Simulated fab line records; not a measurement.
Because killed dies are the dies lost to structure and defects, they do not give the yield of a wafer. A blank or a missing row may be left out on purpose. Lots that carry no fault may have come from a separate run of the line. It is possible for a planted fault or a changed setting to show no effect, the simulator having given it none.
Matching of chambers ; flow nand-harc ; NHARC_P_BONDPAD_DESCUM_11 on rie-diel-06 has 4 sister chambers
The step chemistry O2, time 3 s. 14 wafers are shown with their chamber, then 7 later ones without.

== WAFERS, EACH WITH ITS CHAMBER ==
wafer;chamber;rf-vpp-V (V);oes-product-au (a.u.);throttle-valve-pct (%)
L872.1;2;58.3;1.021;11.320
L872.5;3;58.9;0.992;11.292
L872.6;0;57.9;1.013;11.302
L875.1;2;57.3;1.018;11.309
L875.3;0;57.0;1.015;11.314
L875.6;2;56.1;1.021;11.304
L876.2;3;58.1;1.005;11.304
L876.4;1;59.4;1.003;11.302
L876.6;3;57.4;1.017;11.319
L879.1;0;58.1;1.014;11.321
L879.3;2;55.8;1.015;11.300
L879.5;3;59.3;0.999;11.301
L880.3;2;57.4;1.007;11.315
L880.5;3;59.2;1.006;11.321

SIGNATURES, as means of the wafers listed above
reading;chamber 0;chamber 1;chamber 2;chamber 3;scatter within a chamber
rf-vpp-V;57.667;59.400;56.980;58.580;0.866
oes-product-au;1.01400;1.00300;1.01640;1.00380;0.00693
throttle-valve-pct;11.31233;11.30200;11.30960;11.30740;0.0103
Rule: distance of a wafer from a chamber = root of the sum over the readings of ((wafer's reading minus chamber's mean) / reading's scatter) squared. If the next closest chamber is less than 2 further off than the closest, the wafer can't be placed; otherwise it belongs to the closest. How the scatter is found: for the shown wafers, subtract from each reading the mean of its chamber, square and add these, divide the total by (wafers less chambers), then take the root.

== WAFERS WITH NO CHAMBER GIVEN ==
wafer;rf-vpp-V (V);oes-product-au (a.u.);throttle-valve-pct (%)
L880.6;58.0;1.016;11.313
L883.1;59.4;1.019;11.326
L883.2;57.9;0.979;11.305
L883.6;57.7;1.008;11.303
L889.2;57.1;1.009;11.323
L889.3;56.1;1.005;11.307
L889.4;57.9;1.001;11.297

== WHICH CHAMBER EACH WENT THROUGH ==
wafer;from the rows above;in truth
L880.6;can't be placed: 0 or 2 or 3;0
L883.1;can't be placed: 0 or 3 or 2 or 1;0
L883.2;can't be placed: 3 or 1 or 0 or 2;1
L883.6;can't be placed: 0 or 3 or 2 or 1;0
L889.2;can't be placed: 0 or 2 or 3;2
L889.3;can't be placed: 2 or 0 or 3 or 1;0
L889.4;can't be placed: 3 or 1 or 0 or 2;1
Correctly placed: 0 of 7. Cannot be placed on the basis of these rows: 7; the candidates contain the true chamber in 7. Placed wrongly: 0.
